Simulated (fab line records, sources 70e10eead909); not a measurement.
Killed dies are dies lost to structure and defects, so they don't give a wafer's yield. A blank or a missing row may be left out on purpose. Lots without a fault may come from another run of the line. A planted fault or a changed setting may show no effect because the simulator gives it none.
Chamber matching | flow nand_harc | NHARC_P_M2_ETCH_28 on rie_diel-01: 4 sister chambers
The step etches the open film in CF4/N2, target depth 30 nm, time 72.99 s. 16 wafers are shown with their chamber, then 8 later ones without.

WAFERS WITH THEIR CHAMBER
wafer  | chamber | drypump_motor_current_A (A) | rf_vpp_V (V) | throttle_valve_pct (%)
L366.4 | 1       | 6.3                         | 311.7        | 19.797
L366.5 | 3       | 5.5                         | 316.4        | 19.801
L366.6 | 2       | 6.1                         | 312.7        | 19.777
L365.1 | 2       | 6.1                         | 312.6        | 19.783
L365.2 | 1       | 6.3                         | 311.8        | 19.800
L365.6 | 2       | 6.1                         | 312.5        | 19.811
L367.1 | 1       | 6.2                         | 311.6        | 19.803
L367.3 | 3       | 5.6                         | 316.3        | 19.782
L367.5 | 2       | 6.1                         | 311.9        | 19.794
L373.1 | 3       | 5.5                         | 315.9        | 19.792
L373.2 | 2       | 6.1                         | 311.6        | 19.798
L373.3 | 1       | 6.3                         | 311.2        | 19.786
L375.1 | 3       | 5.6                         | 316.1        | 19.799
L375.2 | 2       | 6.1                         | 312.9        | 19.796
L375.5 | 0       | 5.3                         | 311.9        | 19.814
L377.1 | 0       | 5.3                         | 311.8        | 19.804

SIGNATURES (means of the wafers above)
reading                 | chamber 0 | chamber 1 | chamber 2 | chamber 3 | scatter within a chamber
drypump_motor_current_A | 5.300     | 6.275     | 6.100     | 5.550     | 0.0382
rf_vpp_V                | 311.850   | 311.575   | 312.367   | 316.175   | 0.369
throttle_valve_pct      | 19.80900  | 19.79650  | 19.79317  | 19.79350  | 0.00979
Rule: a wafer's distance from a chamber is the root of the sum, over the readings, of the square of ((its reading less the chamber's mean) divided by the reading's scatter). The wafer belongs to the nearest chamber; if the next one is less than 2 further off, it can't be placed. The scatter: the root of (the sum of the squares of (reading less its chamber's mean) over the shown wafers, divided by (wafers less chambers)).

WAFERS WITHOUT THEIR CHAMBER
wafer  | drypump_motor_current_A (A) | rf_vpp_V (V) | throttle_valve_pct (%)
L377.2 | 6.2                         | 311.4        | 19.797
L377.6 | 6.1                         | 311.3        | 19.779
L384.2 | 5.5                         | 317.3        | 19.793
L384.4 | 5.6                         | 318.3        | 19.808
L384.5 | 5.3                         | 312.1        | 19.782
L385.1 | 6.1                         | 312.5        | 19.790
L385.4 | 5.6                         | 316.3        | 19.791
L385.5 | 5.3                         | 311.6        | 19.799

WHICH CHAMBER EACH WENT THROUGH
wafer  | from the rows above     | in truth
L377.2 | can't be placed: 1 or 2 | 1
L377.6 | can't be placed: 2 or 1 | 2
L384.2 | 3                       | 3
L384.4 | 3                       | 3
L384.5 | 0                       | 0
L385.1 | 2                       | 2
L385.4 | 3                       | 3
L385.5 | 0                       | 0
Placed correctly: 6 of 8. Can't be placed from these rows: 2 (the true chamber is among the candidates in 2). Placed wrongly: 0.
